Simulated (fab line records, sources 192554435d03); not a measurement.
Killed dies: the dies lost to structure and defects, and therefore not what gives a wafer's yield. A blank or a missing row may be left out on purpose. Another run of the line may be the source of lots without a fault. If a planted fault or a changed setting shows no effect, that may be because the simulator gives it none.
Matching of chambers + flow n5_finfet + rie_diel-01 running N5_DUMMY_GATE_ETCH_37: 4 sister chambers
The step etches SOC in N2/H2, target depth 60 nm, overetch 30 nm. 4 wafers are shown with their chamber, then 12 later ones without.

WAFERS PAIRED WITH THEIR CHAMBERS
| wafer  | chamber | drypump_motor_current_A (A) |
|--------|---------|-----------------------------|
| L086.1 | 0       | 5.1                         |
| L089.4 | 1       | 5.7                         |
| L089.5 | 2       | 5.4                         |
| L089.6 | 3       | 6.4                         |

WAFERS WHOSE CHAMBER IS MISSING
| wafer  | drypump_motor_current_A (A) |
|--------|-----------------------------|
| L090.1 | 5.7                         |
| L090.2 | 5.4                         |
| L090.5 | 5.5                         |
| L092.2 | 6.4                         |
| L092.5 | 5.7                         |
| L092.6 | 5.1                         |
| L094.1 | 5.7                         |
| L094.4 | 5.4                         |
| L094.6 | 5.1                         |
| L095.1 | 5.1                         |
| L095.3 | 5.6                         |
| L095.4 | 5.4                         |

EACH ONE'S CHAMBER
| wafer  | from the rows above | in truth |
|--------|---------------------|----------|
| L090.1 | 1                   | 1        |
| L090.2 | 2                   | 2        |
| L090.5 | 2                   | 2        |
| L092.2 | 3                   | 3        |
| L092.5 | 1                   | 1        |
| L092.6 | 0                   | 0        |
| L094.1 | 1                   | 1        |
| L094.4 | 2                   | 2        |
| L094.6 | 0                   | 0        |
| L095.1 | 0                   | 0        |
| L095.3 | 1                   | 1        |
| L095.4 | 2                   | 2        |
Placed correctly: 12 of 12. Not placeable from these rows: 0. 0 placed wrongly.
How it was worked out, from the rows above alone: a wafer's distance from a chamber is the root of the sum, over the readings, of the square of ((its reading less the chamber's mean) divided by the reading's scatter). If the next closest chamber is less than 2 further off than the closest, the wafer can't be placed; otherwise it belongs to the closest. A chamber's mean is the mean of its shown wafers. The scatter: root of mean squared gap, hidden wafer to nearest shown wafer, with one shown wafer a chamber.
